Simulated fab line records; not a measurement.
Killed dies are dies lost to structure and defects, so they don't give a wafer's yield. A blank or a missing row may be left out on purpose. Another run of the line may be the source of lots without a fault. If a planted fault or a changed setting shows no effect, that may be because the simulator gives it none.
Which of the tools did it? :: flow n5-finfet :: 9 lots, 26 wafers sampled, at 6 steps of a route of 1938

## WHAT THE GAUGES READ, wafer by wafer
N5_BEOL_M0_CUTY_INSPECT_59: inspects for defects (macro). Usual: raw-defect-count reads 2.0 (standard deviation 1.4).
lot: L201
measured: day 5 16:09
on: defect-inspect-01
raw-defect-count: 1 5 0
flag: 

lot: L202
measured: day 6 02:42
on: defect-inspect-01
raw-defect-count: 1 1 0
flag: 

lot: L203
measured: day 6 07:25
on: defect-inspect-01
raw-defect-count: 0 3 0
flag: 

lot: L209
measured: day 7 15:46
on: defect-inspect-02
raw-defect-count: 3 26 2
flag: OFF

lot: L211
measured: day 8 08:43
on: defect-inspect-01
raw-defect-count: 1 29 1
flag: OFF

lot: L217
measured: day 9 20:20
on: defect-inspect-01
raw-defect-count: 0 3 0
flag: 

lot: L219
measured: day 10 06:46
on: defect-inspect-02
raw-defect-count: 2 2 2
flag: 

lot: L221
measured: day 10 19:07
on: defect-inspect-02
raw-defect-count: 4 2 2
flag: 

lot: L223
measured: day 11 03:22
on: defect-inspect-02
raw-defect-count: 2 2
flag: 

N5_BEOL_M4_RC_MEAS_101. Usual: DIBL_N 37.1 mV/V, standard deviation 1.9; DIBL_P 37.2 mV/V, standard deviation 2.3; IOFF_N 0.18 nA/um, standard deviation 0.04; IOFF_P 0.23 nA/um, standard deviation 0.044; ION_N 682 uA/um, standard deviation 11; ION_P 468 uA/um, standard deviation 8.6; SS_N 71.9 mV/dec, standard deviation 0.68; SS_P 73.5 mV/dec, standard deviation 0.74; VT_N 248 mV, standard deviation 3.4; VT_P -248 mV, standard deviation 3.4.
lot: L201
measured: day 8 02:03
on: prober-01
DIBL_N (mV/V): 38.1 35.5 38.4
DIBL_P (mV/V): 37.9 34.4 37.7
IOFF_N (nA/um): 0.19 0.13 0.19
IOFF_P (nA/um): 0.25 0.20 0.25
ION_N (uA/um): 676 668 679
ION_P (uA/um): 471 460 465
SS_N (mV/dec): 71.6 71.4 72.1
SS_P (mV/dec): 73.4 72.3 73.3
VT_N (mV): 248 254 250
VT_P (mV): -247 -250 -248
flag: 

lot: L202
measured: day 8 02:15
on: prober-02
DIBL_N (mV/V): 39.1 36.4 38.4
DIBL_P (mV/V): 38.0 34.9 36.1
IOFF_N (nA/um): 0.19 0.14 0.16
IOFF_P (nA/um): 0.24 0.20 0.22
ION_N (uA/um): 673 675 668
ION_P (uA/um): 463 468 461
SS_N (mV/dec): 72.1 71.3 72.4
SS_P (mV/dec): 74.4 73.4 73.8
VT_N (mV): 250 251 248
VT_P (mV): -250 -251 -249
flag: 

lot: L203
measured: day 8 23:04
on: prober-02
DIBL_N (mV/V): 33.6 35.1 34.7
DIBL_P (mV/V): 34.6 36.4 36.5
IOFF_N (nA/um): 0.13 0.16 0.15
IOFF_P (nA/um): 0.19 0.22 0.22
ION_N (uA/um): 662 683 676
ION_P (uA/um): 461 468 475
SS_N (mV/dec): 71.1 71.5 71.6
SS_P (mV/dec): 73.4 74.3 73.2
VT_N (mV): 254 251 252
VT_P (mV): -249 -245 -249
flag: 

lot: L209
measured: day 9 20:41
on: prober-01
DIBL_N (mV/V): 35.0 37.0 37.2
DIBL_P (mV/V): 34.4 37.8 37.1
IOFF_N (nA/um): 0.14 0.20 0.19
IOFF_P (nA/um): 0.19 0.26 0.23
ION_N (uA/um): 672 694 679
ION_P (uA/um): 466 481 466
SS_N (mV/dec): 71.7 71.6 72.2
SS_P (mV/dec): 72.6 73.7 73.2
VT_N (mV): 250 244 244
VT_P (mV): -251 -244 -249
flag: 

lot: L211
measured: day 10 10:13
on: prober-01
DIBL_N (mV/V): 36.6 34.3 34.6
DIBL_P (mV/V): 38.5 37.1 35.9
IOFF_N (nA/um): 0.17 0.14 0.14
IOFF_P (nA/um): 0.20 0.18 0.17
ION_N (uA/um): 685 676 675
ION_P (uA/um): 461 461 456
SS_N (mV/dec): 71.6 70.7 71.0
SS_P (mV/dec): 74.0 73.0 72.0
VT_N (mV): 249 254 251
VT_P (mV): -254 -251 -255
flag: 

lot: L217
measured: day 11 21:11
on: prober-01
DIBL_N (mV/V): 40.2 37.6 39.0
DIBL_P (mV/V): 42.0 39.5 39.6
IOFF_N (nA/um): 0.26 0.20 0.22
IOFF_P (nA/um): 0.30 0.26 0.25
ION_N (uA/um): 697 687 681
ION_P (uA/um): 471 465 455
SS_N (mV/dec): 73.5 72.0 72.6
SS_P (mV/dec): 74.6 74.1 74.0
VT_N (mV): 244 246 246
VT_P (mV): -245 -248 -247
flag: 

lot: L219
measured: day 12 16:45
on: prober-01
DIBL_N (mV/V): 38.3 40.2 40.9
DIBL_P (mV/V): 37.5 38.8 40.6
IOFF_N (nA/um): 0.19 0.24 0.25
IOFF_P (nA/um): 0.26 0.30 0.33
ION_N (uA/um): 698 688 693
ION_P (uA/um): 484 465 476
SS_N (mV/dec): 71.2 72.5 72.6
SS_P (mV/dec): 74.0 74.3 73.9
VT_N (mV): 245 244 244
VT_P (mV): -244 -245 -244
flag: 

lot: L221
measured: day 13 04:58
on: prober-01
DIBL_N (mV/V): 37.6 37.4 41.7
DIBL_P (mV/V): 40.2 39.5 43.6
IOFF_N (nA/um): 0.21 0.19 0.32
IOFF_P (nA/um): 0.29 0.26 0.37
ION_N (uA/um): 688 681 699
ION_P (uA/um): 473 464 477
SS_N (mV/dec): 72.1 71.8 73.5
SS_P (mV/dec): 74.6 74.0 75.8
VT_N (mV): 246 247 240
VT_P (mV): -246 -246 -244
flag: 

lot: L223
measured: day 13 06:49
on: prober-01
DIBL_N (mV/V): 36.3 32.8
DIBL_P (mV/V): 37.3 33.6
IOFF_N (nA/um): 0.19 0.13
IOFF_P (nA/um): 0.26 0.20
ION_N (uA/um): 689 652
ION_P (uA/um): 471 457
SS_N (mV/dec): 72.2 71.2
SS_P (mV/dec): 73.4 71.7
VT_N (mV): 246 253
VT_P (mV): -245 -250
flag: 

## TOOL THAT RAN EACH LOT (tool first, then ch and the chambers of the sampled wafers, then the start)
lot: L201
N5_BEOL_M0_SAQP_SPACER2_ETCHBACK_27: rie-diel-06 ch 1,3, day 5 14:10
N5_BEOL_M0_SAQP_ALD_48: ald-sin-04 ch 1,3, day 5 15:05
N5_BEOL_M0_CUTY_ETCH_62: rie-diel-03 ch 0,1,2, day 5 16:41
N5_BEOL_M0_STRIP_142: rie-diel-03 ch 0,3, day 5 18:24

lot: L202
N5_BEOL_M0_SAQP_SPACER2_ETCHBACK_27: rie-diel-04 ch 2,3, day 6 00:37
N5_BEOL_M0_SAQP_ALD_48: ald-sin-01 ch 0,3, day 6 01:38
N5_BEOL_M0_CUTY_ETCH_62: rie-diel-03 ch 1,2,3, day 6 02:46
N5_BEOL_M0_STRIP_142: rie-diel-03 ch 0,1,3, day 6 05:13

lot: L203
N5_BEOL_M0_SAQP_SPACER2_ETCHBACK_27: rie-diel-02 ch 0,2,3, day 6 05:24
N5_BEOL_M0_SAQP_ALD_48: ald-sin-03 ch 0,1,2, day 6 06:19
N5_BEOL_M0_CUTY_ETCH_62: rie-diel-05 ch 1,2,3, day 6 07:30
N5_BEOL_M0_STRIP_142: rie-diel-05 ch 1,2,3, day 6 09:49

lot: L209
N5_BEOL_M0_SAQP_SPACER2_ETCHBACK_27: rie-diel-02 ch 0,2,3, day 7 13:25
N5_BEOL_M0_SAQP_ALD_48: ald-sin-03 ch 0,2,3, day 7 14:42
N5_BEOL_M0_CUTY_ETCH_62: rie-diel-01 ch 0,1,3, day 7 15:50
N5_BEOL_M0_STRIP_142: rie-diel-03 ch 0,1,3, day 7 19:23

lot: L211
N5_BEOL_M0_SAQP_SPACER2_ETCHBACK_27: rie-diel-02 ch 0,1,2, day 8 06:37
N5_BEOL_M0_SAQP_ALD_48: ald-sin-01 ch 2,3, day 8 07:46
N5_BEOL_M0_CUTY_ETCH_62: rie-diel-03 ch 0,3, day 8 09:05
N5_BEOL_M0_STRIP_142: rie-diel-01 ch 0,2,3, day 8 12:17

lot: L217
N5_BEOL_M0_SAQP_SPACER2_ETCHBACK_27: rie-diel-04 ch 1,3, day 9 18:12
N5_BEOL_M0_SAQP_ALD_48: ald-sin-04 ch 0,1,3, day 9 19:23
N5_BEOL_M0_CUTY_ETCH_62: rie-diel-05 ch 1,3, day 9 20:24
N5_BEOL_M0_STRIP_142: rie-diel-01 ch 0,2,3, day 9 22:37

lot: L219
N5_BEOL_M0_SAQP_SPACER2_ETCHBACK_27: rie-diel-04 ch 0,2,3, day 10 04:47
N5_BEOL_M0_SAQP_ALD_48: ald-sin-01 ch 2,3, day 10 05:42
N5_BEOL_M0_CUTY_ETCH_62: rie-diel-01 ch 1,2, day 10 07:05
N5_BEOL_M0_STRIP_142: rie-diel-01 ch 0,2, day 10 08:46

lot: L221
N5_BEOL_M0_SAQP_SPACER2_ETCHBACK_27: rie-diel-06 ch 0,1,2, day 10 17:08
N5_BEOL_M0_SAQP_ALD_48: ald-sin-01 ch 1,2, day 10 18:03
N5_BEOL_M0_CUTY_ETCH_62: rie-diel-05 ch 0,1,2, day 10 19:13
N5_BEOL_M0_STRIP_142: rie-diel-05 ch 0,1, day 10 22:43

lot: L223
N5_BEOL_M0_SAQP_SPACER2_ETCHBACK_27: rie-diel-06 ch 0,3, day 11 00:50
N5_BEOL_M0_SAQP_ALD_48: ald-sin-03 ch 0,1, day 11 02:25
N5_BEOL_M0_CUTY_ETCH_62: rie-diel-05 ch 0,1, day 11 03:26
N5_BEOL_M0_STRIP_142: rie-diel-05 ch 1,3, day 11 04:47
- N5_BEOL_M0_SAQP_SPACER2_ETCHBACK_27: etches SiO2 in CHF3/O2, target depth 22.5 nm, time 11.25 s.
- N5_BEOL_M0_SAQP_ALD_48: deposits SiO2, target thk 20 nm, pulse time 1 s, co reactant pulse time 1 s.
- N5_BEOL_M0_CUTY_ETCH_62: etches SiARC in CF4, time 58.5 s.
- N5_BEOL_M0_STRIP_142: strips in N2/H2, time 10 s.

## WHAT THE TOOLS THEMSELVES READ (means of the sampled wafers that have a number; where no wafer has one, the mark that the record gives instead)
N5_BEOL_M0_SAQP_SPACER2_ETCHBACK_27. Usual: drypump-motor-current-A 5.8 A, standard deviation 0.38; oes-product-au 0.82 a.u., standard deviation 0.07; rf-vpp-V 521 V, standard deviation 6.8; showerhead-plenum-p-Torr 2.43 Torr, standard deviation 0.094; throttle-valve-pct 18.84 %, standard deviation 0.24.
lot: L201
tool: rie-diel-06
drypump-motor-current-A (A): 5.8
oes-product-au (a.u.): 0.82
rf-vpp-V (V): 527
showerhead-plenum-p-Torr (Torr): 2.45
throttle-valve-pct (%): 18.67
flag: 

lot: L202
tool: rie-diel-04
drypump-motor-current-A (A): 5.8
oes-product-au (a.u.): 0.92
rf-vpp-V (V): 515
showerhead-plenum-p-Torr (Torr): 2.42
throttle-valve-pct (%): 18.93
flag: 

lot: L203
tool: rie-diel-02
drypump-motor-current-A (A): 5.8
oes-product-au (a.u.): 0.82
rf-vpp-V (V): 522
showerhead-plenum-p-Torr (Torr): 2.48
throttle-valve-pct (%): 18.92
flag: 

lot: L209
tool: rie-diel-02
drypump-motor-current-A (A): 5.8
oes-product-au (a.u.): 0.80
rf-vpp-V (V): 521
showerhead-plenum-p-Torr (Torr): 2.47
throttle-valve-pct (%): 18.94
flag: 

lot: L211
tool: rie-diel-02
drypump-motor-current-A (A): 5.8
oes-product-au (a.u.): 0.81
rf-vpp-V (V): 518
showerhead-plenum-p-Torr (Torr): 2.47
throttle-valve-pct (%): 18.97
flag: 

lot: L217
tool: rie-diel-04
drypump-motor-current-A (A): 5.8
oes-product-au (a.u.): 0.83
rf-vpp-V (V): 518
showerhead-plenum-p-Torr (Torr): 2.43
throttle-valve-pct (%): 18.96
flag: 

lot: L219
tool: rie-diel-04
drypump-motor-current-A (A): 5.6
oes-product-au (a.u.): 0.86
rf-vpp-V (V): 519
showerhead-plenum-p-Torr (Torr): 2.38
throttle-valve-pct (%): 18.83
flag: 

lot: L221
tool: rie-diel-06
drypump-motor-current-A (A): 5.9
oes-product-au (a.u.): 0.78
rf-vpp-V (V): 521
showerhead-plenum-p-Torr (Torr): 2.39
throttle-valve-pct (%): 18.77
flag: 

lot: L223
tool: rie-diel-06
drypump-motor-current-A (A): 5.6
oes-product-au (a.u.): 0.72
rf-vpp-V (V): 526
showerhead-plenum-p-Torr (Torr): 2.38
throttle-valve-pct (%): 18.91
flag: 

N5_BEOL_M0_SAQP_ALD_48. Usual: heater-power-w 78 W, standard deviation 10; precursor-pulse-height-rel 1.003, standard deviation 0.018.
lot: L201
tool: ald-sin-04
heater-power-w (W): 89
precursor-pulse-height-rel: 1.013
flag: 

lot: L202
tool: ald-sin-01
heater-power-w (W): 80
precursor-pulse-height-rel: 1.011
flag: 

lot: L203
tool: ald-sin-03
heater-power-w (W): 80
precursor-pulse-height-rel: 1.001
flag: 

lot: L209
tool: ald-sin-03
heater-power-w (W): 80
precursor-pulse-height-rel: 1.004
flag: 

lot: L211
tool: ald-sin-01
heater-power-w (W): 72
precursor-pulse-height-rel: 0.981
flag: 

lot: L217
tool: ald-sin-04
heater-power-w (W): 90
precursor-pulse-height-rel: 1.009
flag: 

lot: L219
tool: ald-sin-01
heater-power-w (W): 71
precursor-pulse-height-rel: 1.003
flag: 

lot: L221
tool: ald-sin-01
heater-power-w (W): 64
precursor-pulse-height-rel: 1.016
flag: 

lot: L223
tool: ald-sin-03
heater-power-w (W): 78
precursor-pulse-height-rel: 1.006
flag: 

N5_BEOL_M0_CUTY_ETCH_62. Usual: drypump-motor-current-A 5.6 A, standard deviation 0.39; etch-rf-on-time-s 58.0 s, standard deviation 1.5; oes-product-au 0.68 a.u., standard deviation 0.074; rf-vpp-V 184.0 V, standard deviation 1.1; showerhead-plenum-p-Torr 2.14 Torr, standard deviation 0.06; throttle-valve-pct 15.6 %, standard deviation 0.31.
lot: L201
tool: rie-diel-03
drypump-motor-current-A (A): 6.0
etch-rf-on-time-s (s): 58.1
oes-product-au (a.u.): 0.73
rf-vpp-V (V): 183.3
showerhead-plenum-p-Torr (Torr): 2.08
throttle-valve-pct (%): 15.4
flag: 

lot: L202
tool: rie-diel-03
drypump-motor-current-A (A): 6.1
etch-rf-on-time-s (s): 57.3
oes-product-au (a.u.): 0.78
rf-vpp-V (V): 183.8
showerhead-plenum-p-Torr (Torr): 2.15
throttle-valve-pct (%): 15.4
flag: 

lot: L203
tool: rie-diel-05
drypump-motor-current-A (A): 5.8
etch-rf-on-time-s (s): 58.8
oes-product-au (a.u.): 0.63
rf-vpp-V (V): 185.1
showerhead-plenum-p-Torr (Torr): 2.16
throttle-valve-pct (%): 15.8
flag: 

lot: L209
tool: rie-diel-01
drypump-motor-current-A (A): 5.2
etch-rf-on-time-s (s): 57.1
oes-product-au (a.u.): 0.74
rf-vpp-V (V): 183.9
showerhead-plenum-p-Torr (Torr): 2.12
throttle-valve-pct (%): 15.3
flag: 

lot: L211
tool: rie-diel-03
drypump-motor-current-A (A): 5.5
etch-rf-on-time-s (s): 58.8
oes-product-au (a.u.): 0.62
rf-vpp-V (V): 183.9
showerhead-plenum-p-Torr (Torr): 2.10
throttle-valve-pct (%): 15.5
flag: 

lot: L217
tool: rie-diel-05
drypump-motor-current-A (A): 5.6
etch-rf-on-time-s (s): 58.2
oes-product-au (a.u.): 0.62
rf-vpp-V (V): 183.8
showerhead-plenum-p-Torr (Torr): 2.13
throttle-valve-pct (%): 15.9
flag: 

lot: L219
tool: rie-diel-01
drypump-motor-current-A (A): 5.7
etch-rf-on-time-s (s): 57.3
oes-product-au (a.u.): 0.65
rf-vpp-V (V): 184.3
showerhead-plenum-p-Torr (Torr): 2.12
throttle-valve-pct (%): 15.8
flag: 

lot: L221
tool: rie-diel-05
drypump-motor-current-A (A): 5.7
etch-rf-on-time-s (s): 59.8
oes-product-au (a.u.): 0.62
rf-vpp-V (V): 183.6
showerhead-plenum-p-Torr (Torr): 2.18
throttle-valve-pct (%): 15.7
flag: 

lot: L223
tool: rie-diel-05
drypump-motor-current-A (A): 5.5
etch-rf-on-time-s (s): 59.1
oes-product-au (a.u.): 0.64
rf-vpp-V (V): 185.1
showerhead-plenum-p-Torr (Torr): 2.18
throttle-valve-pct (%): 15.7
flag: 

N5_BEOL_M0_STRIP_142. Usual: drypump-motor-current-A 5.6 A, standard deviation 0.41; h2-flow-sccm 200.1 sccm, standard deviation 0.63; oes-product-au 0.80 a.u., standard deviation 0.083; rf-vpp-V 59.3 V, standard deviation 0.83; showerhead-plenum-p-Torr 2.54 Torr, standard deviation 0.079; throttle-valve-pct 23.6 %, standard deviation 0.35.
lot: L201
tool: rie-diel-03
drypump-motor-current-A (A): 5.6
h2-flow-sccm (sccm): 200.3
oes-product-au (a.u.): 0.80
rf-vpp-V (V): 59.3
showerhead-plenum-p-Torr (Torr): 2.59
throttle-valve-pct (%): 23.8
flag: 

lot: L202
tool: rie-diel-03
drypump-motor-current-A (A): 5.9
h2-flow-sccm (sccm): 199.5
oes-product-au (a.u.): 0.83
rf-vpp-V (V): 58.4
showerhead-plenum-p-Torr (Torr): 2.52
throttle-valve-pct (%): 23.6
flag: 

lot: L203
tool: rie-diel-05
drypump-motor-current-A (A): 5.8
h2-flow-sccm (sccm): 200.6
oes-product-au (a.u.): 0.73
rf-vpp-V (V): 59.4
showerhead-plenum-p-Torr (Torr): 2.56
throttle-valve-pct (%): 23.8
flag: 

lot: L209
tool: rie-diel-03
drypump-motor-current-A (A): 5.9
h2-flow-sccm (sccm): 199.6
oes-product-au (a.u.): 0.81
rf-vpp-V (V): 59.5
showerhead-plenum-p-Torr (Torr): 2.52
throttle-valve-pct (%): 23.6
flag: 

lot: L211
tool: rie-diel-01
drypump-motor-current-A (A): 5.4
h2-flow-sccm (sccm): 200.4
oes-product-au (a.u.): 0.80
rf-vpp-V (V): 59.5
showerhead-plenum-p-Torr (Torr): 2.49
throttle-valve-pct (%): 23.7
flag: 

lot: L217
tool: rie-diel-01
drypump-motor-current-A (A): 5.4
h2-flow-sccm (sccm): 199.6
oes-product-au (a.u.): 0.78
rf-vpp-V (V): 58.9
showerhead-plenum-p-Torr (Torr): 2.48
throttle-valve-pct (%): 23.7
flag: 

lot: L219
tool: rie-diel-01
drypump-motor-current-A (A): 5.6
h2-flow-sccm (sccm): 200.3
oes-product-au (a.u.): 0.73
rf-vpp-V (V): 59.4
showerhead-plenum-p-Torr (Torr): 2.50
throttle-valve-pct (%): 24.0
flag: 

lot: L221
tool: rie-diel-05
drypump-motor-current-A (A): 5.5
h2-flow-sccm (sccm): 201.0
oes-product-au (a.u.): 0.77
rf-vpp-V (V): 59.2
showerhead-plenum-p-Torr (Torr): 2.61
throttle-valve-pct (%): 23.4
flag: 

lot: L223
tool: rie-diel-05
drypump-motor-current-A (A): 5.5
h2-flow-sccm (sccm): 200.2
oes-product-au (a.u.): 0.71
rf-vpp-V (V): 59.5
showerhead-plenum-p-Torr (Torr): 2.50
throttle-valve-pct (%): 23.9
flag: 

## THE ANSWER, worked out from the rows above alone
Rule: a lot counts as off when the mean over its wafers that have a number is more than 3 standard deviations away from the usual mean. Also off: a lot with no number at a reading for which 4 or more lots have one. The other lots that the step has rows for count as sound. After the gauges, taken in route order, come the tools' own readings; for these a lot's mean is taken, as printed above. The first step at which some lot is off is used, and at that step the reading that is off furthest; a lot without a number counts as furthest.
Off: L209, L211 (N5_BEOL_M0_CUTY_INSPECT_59, raw-defect-count).
If a tool, at a process step before that reading, ran all the lots that are off and no sound lot after the first of them, it fits. The gauges at N5_BEOL_M0_CUTY_INSPECT_59 are tried like those tools. One fits: rie-diel-02 at N5_BEOL_M0_SAQP_SPACER2_ETCHBACK_27. Its last sound lot is L203 (day 6 05:24), its first lot that is off L209 (day 7 13:25): a fault that began between those two fits.

## WHAT THE SIMULATOR HAD PUT IN
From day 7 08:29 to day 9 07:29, rie-diel-02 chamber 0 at N5_BEOL_M0_SAQP_SPACER2_ETCHBACK_27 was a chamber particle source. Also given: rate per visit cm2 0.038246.
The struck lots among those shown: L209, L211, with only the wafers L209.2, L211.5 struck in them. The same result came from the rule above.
